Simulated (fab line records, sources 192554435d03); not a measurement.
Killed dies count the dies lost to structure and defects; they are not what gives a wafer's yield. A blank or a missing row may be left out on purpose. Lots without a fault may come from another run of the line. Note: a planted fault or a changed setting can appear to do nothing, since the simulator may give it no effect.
fab line records	flow n5Finfet	part 1 of 2: steps 1 to 4 of 6
record lots=23	wafers=69	lastDay=20
route steps=1938 shown BEOL_M11@1536 BEOL_M12@1616
lots that met no fault: from a run of the same line without faults
startH: the number of hours between the record's first day and the start of the first shown wafer of the lot	waitH: hours elapsed since this lot's preceding step	" as in the row above	L1.1+2: a single row standing in for several wafers	- no value, or no start given	* or withheld: withheld	< > ~ a bound
route shown NAME@n: NAME is a module with steps in the file, n the number in the route of the first one	usual: mean/standard deviation taken from wafers without a fault	same: alike in all rows	chamber/n: place in a boat	sites: per-site readings	_std_site: how widely they spread, as a standard deviation	_edge_site: inner sites' mean taken away from outer sites' mean	radiusMm: for every site, how far away it sits from the centre of the wafer	mask NAME#n: copy n	behind: the tool/chamber that last shaped the wafer	hold: why the lot went on hold/how many hours it stayed there/how the hold came to an end	device: transistor that didn't switch, given as n, p or np	end of line: tests of these same wafers at the route's end	for a step that has no rows: nothing shown but its recipe	killed: dies that structure and defects cost at the first sort, which is not the same as the wafer's yield	map: dies across one wafer; x = killed, . = not, _ = none there
set.NAME: the run value of the setting; set.NAME@STEP: its run value at that earlier step	model.NAME: the simulator's own value behind a step, which no gauge read
route steps across a sampled set of lots; one table per step, one row per wafer
services: the hour from which a tool's chamber was out of use, counted from the record's first day as startH (under 0 if before that day), plus the number of hours and why
## steps
# step N5_BEOL_M11_ILD_DEP_00
# recipe material=SiCOH_lowk	targetThkA=3085.1	tempC=300	precursor=DEMS/porogen	pressureTorr=5	rfW=500	timeS=58
# usual heaterPowerW=285/57	showerheadPlenumPTorr=5.737/0.015	throttleValvePct=13.9/0.76
lot.wafer	tool	chamber	startH	waitH	heaterPowerW	showerheadPlenumPTorr	throttleValvePct
L075.1	pecvd-02	2	266.21	0.0	238	5.741	12.9
L075.5	"	0	"	"	372	5.724	14.3
L075.6	"	2	"	"	242	5.727	12.6
L074.1	pecvd-01	0	294.51	0.0	216	5.756	14.2
L074.3	"	1	"	"	314	5.720	14.8
L074.5	"	2	"	"	278	5.726	12.5
L076.1	pecvd-03	2	298.56	0.0	207	5.754	14.5
L076.3	"	1	"	"	292	5.755	14.5
L076.4	"	0	"	"	355	5.743	13.7
L077.2	pecvd-02	1	308.64	0.0	240	5.704	14.8
L077.5	"	2	"	"	256	5.723	12.9
L077.6	"	1	"	"	243	5.703	14.7
L078.2	pecvd-03	1	309.86	0.0	256	5.742	14.6
L078.3	"	0	"	"	352	5.738	13.6
L078.6	"	1	"	"	273	5.760	14.6
L083.1	pecvd-03	2	318.14	0.0	235	5.766	14.0
L083.4	"	0	"	"	360	5.744	13.5
L083.5	"	2	"	"	232	5.757	14.2
L079.1	pecvd-02	1	327.67	0.0	228	5.707	14.9
L079.5	"	0	"	"	369	5.729	14.3
L079.6	"	2	"	"	226	5.746	13.0
L081.4	pecvd-01	0	334.80	0.1	251	5.745	14.1
L081.5	"	2	"	"	291	5.735	12.7
L081.6	"	1	"	"	331	5.720	15.0
L084.1	pecvd-02	0	345.04	0.0	371	5.725	14.5
L084.3	"	2	"	"	236	5.735	12.6
L084.5	"	0	"	"	382	5.731	14.6
L082.2	pecvd-03	1	350.71	0.0	301	5.762	14.8
L082.3	"	0	"	"	301	5.738	13.4
L082.6	"	1	"	"	311	5.765	14.7
L085.4	pecvd-01	2	351.01	0.1	280	5.737	12.3
L085.5	"	1	"	"	263	5.725	15.0
L085.6	"	0	"	"	251	5.730	14.3
L080.1	pecvd-03	0	360.24	0.0	357	5.745	13.6
L080.4	"	0	"	"	373	5.736	13.5
L080.6	"	2	"	"	232	5.754	14.1
L090.1	pecvd-02	0	376.43	0.0	372	5.740	14.2
L090.4	"	1	"	"	276	5.711	14.9
L090.6	"	0	"	"	368	5.718	14.5
L088.3	pecvd-03	2	376.85	0.1	217	5.766	14.3
L088.5	"	0	"	"	366	5.734	13.7
L088.6	"	2	"	"	224	5.748	14.2
L086.3	pecvd-03	2	378.24	0.1	168	5.760	14.2
L086.4	"	0	"	"	346	5.752	13.7
L086.5	"	2	"	"	182	5.737	14.1
L093.1	pecvd-02	1	381.78	0.0	269	5.705	14.9
L093.2	"	2	"	"	265	5.734	13.3
L093.4	"	2	"	"	271	5.732	13.3
L089.2	pecvd-03	2	382.40	0.0	194	5.764	14.1
L089.3	"	2	"	"	206	5.761	14.3
L089.5	"	2	"	"	213	5.764	14.0
L092.3	pecvd-03	0	384.21	0.1	343	5.730	13.4
L092.5	"	0	"	"	356	5.738	13.2
L092.6	"	2	"	"	190	5.749	14.1
L091.1	pecvd-01	0	401.29	0.0	236	5.749	14.3
L091.2	"	2	"	"	278	5.733	12.7
L091.6	"	2	"	"	283	5.730	12.5
L094.2	pecvd-01	2	406.36	0.0	291	5.738	12.7
L094.3	"	2	"	"	287	5.737	12.7
L094.6	"	2	"	"	225	5.743	12.8
L095.2	pecvd-02	2	419.17	0.0	255	5.730	13.1
L095.5	"	0	"	"	376	5.735	14.2
L095.6	"	2	"	"	278	5.738	13.2
L097.2	pecvd-02	2	422.56	0.0	250	5.738	13.1
L097.3	"	2	"	"	256	5.734	13.2
L097.5	"	0	"	"	377	5.730	14.4
L096.1	pecvd-02	1	428.07	0.0	275	5.715	14.8
L096.2	"	0	"	"	376	5.719	14.3
L096.4	"	0	"	"	382	5.724	14.5
# step N5_BEOL_M11_OVL_MEAS_12
# recipe pointsPerWafer=44
# usual M11_OVL=-0.2/0.73
lot.wafer	tool	chamber	startH	waitH	M11_OVL[nm]
L075.1	overlay-02	0	268.11	0.0	0.2
L075.5	"	0	"	"	0.0
L075.6	"	0	"	"	0.4
L074.1	overlay-02	0	296.56	0.0	-0.6
L074.3	"	0	"	"	-0.2
L074.5	"	0	"	"	-0.2
L076.1	overlay-02	0	300.57	0.0	0.1
L076.3	"	0	"	"	-0.3
L076.4	"	0	"	"	-0.3
L077.2	overlay-02	0	310.42	0.0	0.4
L077.5	"	0	"	"	-0.7
L077.6	"	0	"	"	0.6
L078.2	overlay-01	0	312.88	0.0	-0.6
L078.3	"	0	"	"	-0.7
L078.6	"	0	"	"	0.0
L083.1	overlay-01	0	320.80	0.0	-0.5
L083.4	"	0	"	"	1.2
L083.5	"	0	"	"	0.2
L079.1	overlay-01	0	331.55	0.0	1.0
L079.5	"	0	"	"	1.4
L079.6	"	0	"	"	0.7
L081.4	overlay-02	0	338.45	0.0	-0.7
L081.5	"	0	"	"	1.1
L081.6	"	0	"	"	-0.6
L084.1	overlay-01	0	347.17	0.0	-0.7
L084.3	"	0	"	"	0.3
L084.5	"	0	"	"	-0.3
L082.2	overlay-02	0	352.89	0.0	0.0
L082.3	"	0	"	"	0.0
L082.6	"	0	"	"	-0.3
L085.4	overlay-02	0	353.49	0.0	1.0
L085.5	"	0	"	"	-1.0
L085.6	"	0	"	"	-1.3
L080.1	overlay-02	0	364.66	0.0	-0.5
L080.4	"	0	"	"	0.7
L080.6	"	0	"	"	-0.1
L090.1	overlay-02	0	379.58	0.0	0.2
L090.4	"	0	"	"	1.0
L090.6	"	0	"	"	1.4
L088.3	overlay-01	0	380.04	0.0	-0.8
L088.5	"	0	"	"	-1.4
L088.6	"	0	"	"	-0.7
L086.3	overlay-01	0	380.26	0.0	-0.2
L086.4	"	0	"	"	0.2
L086.5	"	0	"	"	0.0
L089.2	overlay-01	0	384.52	0.0	0.6
L089.3	"	0	"	"	-0.7
L089.5	"	0	"	"	1.0
L093.1	overlay-01	0	385.64	0.0	-1.6
L093.2	"	0	"	"	-0.4
L093.4	"	0	"	"	-0.2
L092.3	overlay-02	0	386.25	0.0	-2.0
L092.5	"	0	"	"	-1.1
L092.6	"	0	"	"	-1.9
L091.1	overlay-02	0	404.13	0.0	-0.2
L091.2	"	0	"	"	0.0
L091.6	"	0	"	"	-0.9
L094.2	overlay-01	0	408.31	0.0	-0.2
L094.3	"	0	"	"	0.1
L094.6	"	0	"	"	-0.1
L095.2	overlay-01	0	422.77	0.0	-0.1
L095.5	"	0	"	"	0.3
L095.6	"	0	"	"	-0.3
L097.2	overlay-02	0	424.15	0.0	-1.2
L097.3	"	0	"	"	-0.1
L097.5	"	0	"	"	0.0
L096.1	overlay-01	0	431.67	0.0	-0.3
L096.2	"	0	"	"	-0.1
L096.4	"	0	"	"	0.4
# step N5_BEOL_M11_ETCH_61
# recipe chemistry=CF4	target=SiARC	targetDepthA=390	maskMaterial=CAR-ArF	timeS=65	ionEnergyEv=80	pressureMtorr=40	sourceW=545	biasW=36	Ar_flow_sccm=100	cf4FlowSccm=100	ends=cleared
# usual cf4FlowSccm=100.00/0.28	drypumpMotorCurrentA=5.6/0.34	etchRfOnTimeS=64.9/0.82	oesProductAu=0.68/0.079	rfVppV=183.9/1.3	showerheadPlenumPTorr=2.12/0.084	throttleValvePct=15.64/0.22
lot.wafer	tool	chamber	startH	waitH	cf4FlowSccm	drypumpMotorCurrentA	etchRfOnTimeS	oesProductAu	rfHoursCounterH	rfVppV	showerheadPlenumPTorr	throttleValvePct
L075.1	rieDiel-05	1	268.20	0.0	99.95	5.3	64.5	0.62	175	183.4	2.13	15.61
L075.5	"	1	"	"	100.16	5.4	64.3	0.61	-	184.9	2.13	15.58
L075.6	"	0	"	"	100.04	5.9	65.7	0.81	-	183.4	2.11	15.54
L074.1	rieDiel-05	2	297.02	0.0	99.82	5.2	65.1	0.62	178	183.3	2.05	16.13
L074.3	"	3	"	"	99.62	5.7	63.8	0.79	18	184.5	2.19	15.62
L074.5	"	3	"	"	100.03	5.7	63.9	0.79	-	184.1	2.19	15.64
L076.1	rieDiel-05	2	300.66	0.0	99.98	5.2	64.6	0.63	180	183.1	2.05	16.12
L076.3	"	1	"	"	100.24	5.3	64.1	0.62	182	183.7	2.13	15.59
L076.4	"	0	"	"	99.78	5.9	65.3	0.78	28	184.8	2.11	15.54
L077.2	rieDiel-05	3	310.52	0.0	99.91	5.7	63.8	0.78	22	185.0	2.18	15.63
L077.5	"	0	"	"	100.00	5.9	65.0	0.78	-	183.7	2.10	15.56
L077.6	"	1	"	"	100.35	5.4	63.9	0.61	-	183.8	2.13	15.62
L078.2	rieDiel-06	0	313.12	0.0	99.81	5.9	66.3	0.60	224	184.4	2.04	15.88
L078.3	"	3	"	"	99.97	5.7	66.0	0.56	253	183.7	2.11	16.16
L078.6	"	1	"	"	99.71	5.6	63.9	0.75	-	182.4	2.09	15.64
L083.1	rieDiel-06	2	320.92	0.0	99.71	6.1	64.8	0.84	1	184.9	2.28	15.14
L083.4	"	0	"	"	99.86	5.9	66.7	0.59	-	183.0	2.04	15.88
L083.5	"	2	"	"	99.96	6.1	64.4	0.83	-	185.6	2.28	15.15
L079.1	rieDiel-02	0	331.64	0.0	99.95	5.1	64.4	0.62	214	186.1	2.21	15.53
L079.5	"	2	"	"	100.02	6.1	64.6	0.63	-	186.2	2.22	15.39
L079.6	"	3	"	"	99.93	5.2	63.0	0.66	-	181.7	1.98	15.65
L081.4	rieDiel-05	1	338.54	0.0	100.31	5.3	64.1	0.60	192	185.1	2.13	15.63
L081.5	"	0	"	"	100.01	5.9	65.7	0.76	-	183.2	2.10	15.59
L081.6	"	3	"	"	99.86	5.7	64.6	0.77	-	185.0	2.18	15.64
L084.1	rieDiel-02	2	347.39	0.0	100.07	6.1	65.3	0.62	191	185.6	2.22	15.41
L084.3	"	3	"	"	99.90	5.1	64.0	0.65	152	181.0	1.98	15.65
L084.5	"	0	"	"	99.63	5.1	65.0	0.62	-	186.1	2.21	15.54
L082.2	rieDiel-02	2	353.03	0.0	99.94	6.1	65.5	0.62	192	185.8	2.21	15.40
L082.3	"	0	"	"	99.86	5.1	65.5	0.61	218	185.6	2.21	15.54
L082.6	"	3	"	"	99.77	5.1	63.9	0.65	-	182.8	1.98	15.65
L085.4	rieDiel-06	0	353.58	0.0	100.26	5.9	65.5	0.59	240	181.6	2.03	15.93
L085.5	"	0	"	"	99.54	5.9	65.5	0.59	-	182.0	2.03	15.93
L085.6	"	3	"	"	100.21	5.7	63.8	0.85	-	183.4	2.11	15.66
L080.1	rieDiel-05	0	364.76	0.0	99.83	5.9	66.2	0.75	45	183.5	2.10	15.58
L080.4	"	2	"	"	100.21	5.2	65.6	0.61	197	182.8	2.04	16.16
L080.6	"	0	"	"	99.92	5.9	66.1	0.76	-	184.7	2.10	15.60
L090.1	rieDiel-02	3	380.08	0.0	99.38	5.1	63.8	0.64	161	182.7	1.97	15.69
L090.4	"	2	"	"	100.23	6.1	64.8	0.61	197	185.1	2.21	15.41
L090.6	"	0	"	"	100.15	5.1	65.0	0.60	-	184.3	2.21	15.55
L088.3	rieDiel-06	2	380.26	0.0	99.93	6.1	64.0	0.78	21	186.4	2.27	15.20
L088.5	"	1	"	"	100.48	5.6	63.7	0.72	-	184.0	2.08	15.69
L088.6	"	0	"	"	100.65	5.9	65.9	0.58	-	182.8	2.03	15.95
L086.3	rieDiel-05	0	380.46	0.0	99.68	5.9	65.6	0.75	50	184.3	2.10	15.62
L086.4	"	2	"	"	100.03	5.2	65.8	0.61	202	181.8	2.04	16.18
L086.5	"	3	"	"	99.86	5.7	66.0	0.74	-	183.5	2.18	15.66
L089.2	rieDiel-02	3	384.69	0.0	100.21	5.1	63.6	0.65	163	182.7	1.97	15.69
L089.3	"	0	"	"	100.02	5.1	65.2	0.61	228	185.3	2.21	15.54
L089.5	"	3	"	"	99.83	5.2	64.2	0.64	-	181.0	1.97	15.67
L093.1	rieDiel-02	2	386.02	0.0	100.58	6.1	66.3	0.61	200	185.5	2.21	15.41
L093.2	"	3	"	"	99.91	5.2	64.9	0.64	164	180.4	1.97	15.68
L093.4	"	3	"	"	100.02	5.2	65.2	0.64	-	181.7	1.97	15.67
L092.3	rieDiel-05	1	386.34	0.0	100.18	5.3	65.1	0.59	207	183.7	2.12	15.66
L092.5	"	0	"	"	99.87	5.9	65.7	0.75	-	183.1	2.10	15.61
L092.6	"	1	"	"	99.88	5.3	64.8	0.59	-	183.1	2.12	15.67
L091.1	rieDiel-02	0	404.28	0.0	99.38	5.1	65.6	0.60	238	185.6	2.20	15.59
L091.2	"	2	"	"	99.96	6.1	65.2	0.61	208	185.1	2.21	15.45
L091.6	"	2	"	"	100.11	6.1	65.6	0.60	-	184.7	2.21	15.43
L094.2	rieDiel-06	3	408.40	0.0	100.45	5.7	65.1	0.79	21	183.2	2.10	15.72
L094.3	"	2	"	"	99.86	6.1	64.4	0.76	32	184.1	2.27	15.22
L094.6	"	1	"	"	100.43	5.6	64.4	0.71	-	183.6	2.08	15.70
L095.2	rieDiel-06	2	423.15	0.0	100.06	6.1	65.3	0.73	37	184.9	2.27	15.22
L095.5	"	1	"	"	100.28	5.6	65.1	0.69	-	183.5	2.08	15.72
L095.6	"	2	"	"	100.48	6.1	65.0	0.74	-	185.6	2.27	15.22
L097.2	rieDiel-02	0	424.24	0.0	99.86	5.1	66.9	0.60	245	183.2	2.20	15.60
L097.3	"	1	"	"	100.00	5.8	65.0	0.72	64	184.0	2.18	15.51
L097.5	"	3	"	"	99.76	5.1	64.1	0.64	-	181.7	1.97	15.71
L096.1	rieDiel-05	3	431.76	0.0	99.84	5.7	66.2	0.72	56	184.3	2.17	15.70
L096.2	"	2	"	"	100.06	5.2	65.6	0.60	219	181.4	2.04	16.19
L096.4	"	0	"	"	100.06	5.9	65.9	0.72	66	182.5	2.09	15.66
# step N5_BEOL_M11_STRIP_19
# recipe chemistry=O2	powerW=400	tempC=40	pressureMtorr=30	rfFrequencyHz=6e+07	biasPowerW=0	overashFraction=0.2	o2FlowSccm=225
# usual drypumpMotorCurrentA=5.6/0.37	o2FlowSccm=225.0/0.65	oesProductAu=0.78/0.085	rfVppV=3.7/0.62	showerheadPlenumPTorr=2.08/0.089	tempC=39.99/0.11	throttleValvePct=16.65/0.22
lot.wafer	tool	chamber	startH	waitH	drypumpMotorCurrentA	o2FlowSccm	oesProductAu	rfHoursCounterH	rfVppV	showerheadPlenumPTorr	tempC	throttleValvePct
L075.1	rieDiel-02	2	268.58	0.1	6.1	225.4	0.75	169	5.5	2.17	39.98	16.37
L075.5	"	0	"	"	5.1	224.8	0.73	-	4.0	2.17	39.98	16.50
L075.6	"	1	"	"	5.8	225.5	0.88	-	4.4	2.14	39.98	16.48
L074.1	rieDiel-05	0	297.37	0.1	5.9	225.5	0.92	26	2.5	2.05	39.95	16.62
L074.3	"	3	"	"	5.7	224.3	0.92	18	3.9	2.14	39.89	16.70
L074.5	"	2	"	"	5.2	225.9	0.74	-	4.1	2.01	39.94	17.21
L076.1	rieDiel-06	2	301.01	0.1	6.1	225.3	0.65	249	2.7	1.97	39.93	16.65
L076.3	"	1	"	"	5.6	225.0	0.86	44	3.0	2.04	39.89	16.70
L076.4	"	0	"	"	5.9	224.3	0.71	220	4.5	1.98	40.09	16.92
L077.2	rieDiel-05	0	310.86	0.1	5.9	225.7	0.92	31	3.9	2.05	39.83	16.64
L077.5	"	3	"	"	5.7	224.0	0.93	-	3.2	2.14	39.99	16.71
L077.6	"	0	"	"	5.9	225.7	0.91	-	3.1	2.05	39.92	16.62
L078.2	rieDiel-02	0	313.58	0.2	5.1	224.7	0.71	209	3.4	2.16	39.94	16.52
L078.3	"	3	"	"	5.2	223.8	0.76	143	3.6	1.92	39.98	16.67
L078.6	"	0	"	"	5.1	225.0	0.71	-	3.2	2.16	39.81	16.54
L083.1	rieDiel-02	0	321.26	0.1	5.1	226.2	0.72	211	3.3	2.16	39.89	16.54
L083.4	"	2	"	"	6.1	224.6	0.74	184	2.6	2.17	40.06	16.40
L083.5	"	2	"	"	6.1	224.7	0.74	-	3.4	2.17	39.97	16.39
L079.1	rieDiel-02	1	331.99	0.1	5.9	224.1	0.86	45	4.2	2.13	39.79	16.49
L079.5	"	0	"	"	5.1	224.8	0.71	-	4.1	2.16	39.92	16.54
L079.6	"	3	"	"	5.1	224.5	0.77	-	4.3	1.92	39.98	16.64
L081.4	rieDiel-05	1	338.89	0.1	5.4	224.1	0.72	193	4.0	2.08	40.10	16.67
L081.5	"	1	"	"	5.3	223.9	0.71	-	3.2	2.08	40.13	16.67
L081.6	"	0	"	"	5.9	226.3	0.91	-	2.9	2.05	39.96	16.65
L084.1	rieDiel-05	1	347.77	0.1	5.3	224.8	0.70	195	3.6	2.08	39.94	16.69
L084.3	"	2	"	"	5.2	225.3	0.72	193	3.3	2.00	39.94	17.25
L084.5	"	0	"	"	5.9	224.8	0.90	-	2.9	2.05	39.87	16.64
L082.2	rieDiel-05	0	353.38	0.1	5.9	225.2	0.89	42	2.6	2.05	40.14	16.66
L082.3	"	3	"	"	5.7	224.0	0.88	33	4.1	2.14	40.01	16.73
L082.6	"	3	"	"	5.7	224.6	0.89	-	3.8	2.14	39.94	16.72
L085.4	rieDiel-05	2	353.93	0.1	5.2	225.5	0.71	194	3.7	2.00	40.02	17.22
L085.5	"	0	"	"	5.9	223.6	0.89	-	3.8	2.05	39.94	16.65
L085.6	"	3	"	"	5.7	225.7	0.90	-	3.6	2.14	40.08	16.72
L080.1	rieDiel-02	1	365.32	0.3	5.8	226.6	0.86	52	3.0	2.13	39.93	16.55
L080.4	"	3	"	"	5.2	225.3	0.76	156	2.7	1.92	40.25	16.68
L080.6	"	1	"	"	5.8	224.8	0.86	-	3.3	2.13	40.13	16.52
L090.1	rieDiel-06	0	380.48	0.1	5.9	225.5	0.68	248	3.2	1.97	40.04	16.95
L090.4	"	1	"	"	5.6	224.2	0.83	71	3.3	2.03	40.23	16.71
L090.6	"	0	"	"	5.9	225.2	0.69	-	3.9	1.97	39.77	16.96
L088.3	rieDiel-06	2	380.71	0.1	6.1	224.1	0.89	22	4.6	2.22	40.01	16.22
L088.5	"	1	"	"	5.6	224.9	0.83	-	3.4	2.03	40.03	16.73
L088.6	"	2	"	"	6.0	224.2	0.91	-	3.7	2.22	39.85	16.23
L086.3	rieDiel-02	0	380.83	0.1	5.1	225.2	0.71	227	3.0	2.16	39.98	16.56
L086.4	"	3	"	"	5.1	224.7	0.75	161	3.4	1.92	40.05	16.69
L086.5	"	0	"	"	5.1	225.1	0.70	-	3.2	2.16	40.01	16.55
L089.2	rieDiel-02	0	385.06	0.1	5.1	225.7	0.71	229	4.0	2.16	40.05	16.56
L089.3	"	3	"	"	5.1	224.0	0.76	163	3.8	1.92	39.99	16.68
L089.5	"	2	"	"	6.1	223.9	0.72	-	4.4	2.16	39.96	16.43
L093.1	rieDiel-02	0	386.37	0.1	5.1	225.1	0.70	229	4.4	2.16	39.96	16.56
L093.2	"	2	"	"	6.1	224.4	0.72	200	3.5	2.16	39.76	16.42
L093.4	"	0	"	"	5.1	225.1	0.70	-	3.4	2.16	40.00	16.59
L092.3	rieDiel-05	0	386.69	0.1	5.9	224.6	0.88	52	2.6	2.05	39.94	16.67
L092.5	"	1	"	"	5.3	224.4	0.70	-	4.4	2.08	39.92	16.68
L092.6	"	2	"	"	5.2	224.5	0.71	-	4.3	2.00	40.12	17.25
L091.1	rieDiel-02	2	404.63	0.1	6.1	224.8	0.71	208	3.2	2.16	39.91	16.44
L091.2	"	0	"	"	5.1	225.2	0.70	238	2.9	2.15	39.93	16.57
L091.6	"	2	"	"	6.1	224.9	0.73	-	3.8	2.16	39.94	16.45
L094.2	rieDiel-06	3	408.76	0.1	5.7	225.5	0.93	22	2.4	2.04	40.05	16.71
L094.3	"	1	"	"	5.6	224.7	0.82	82	3.9	2.03	39.74	16.75
L094.6	"	1	"	"	5.6	225.5	0.82	-	3.5	2.03	39.90	16.74
L095.2	rieDiel-02	2	423.56	0.1	6.1	225.3	0.71	214	3.4	2.16	40.01	16.46
L095.5	"	1	"	"	5.8	225.5	0.84	-	3.8	2.13	40.11	16.54
L095.6	"	2	"	"	6.1	225.6	0.72	-	3.8	2.16	40.11	16.45
L097.2	rieDiel-02	1	424.59	0.1	5.9	225.7	0.84	64	3.8	2.13	39.96	16.57
L097.3	"	3	"	"	5.1	224.8	0.74	179	4.0	1.91	39.93	16.73
L097.5	"	1	"	"	5.8	225.6	0.83	-	4.0	2.13	40.03	16.55
L096.1	rieDiel-02	0	432.12	0.1	5.1	224.4	0.70	247	4.6	2.15	40.02	16.60
L096.2	"	2	"	"	6.0	224.1	0.72	217	3.8	2.16	39.87	16.45
L096.4	"	2	"	"	6.1	224.4	0.71	-	4.4	2.16	39.93	16.44
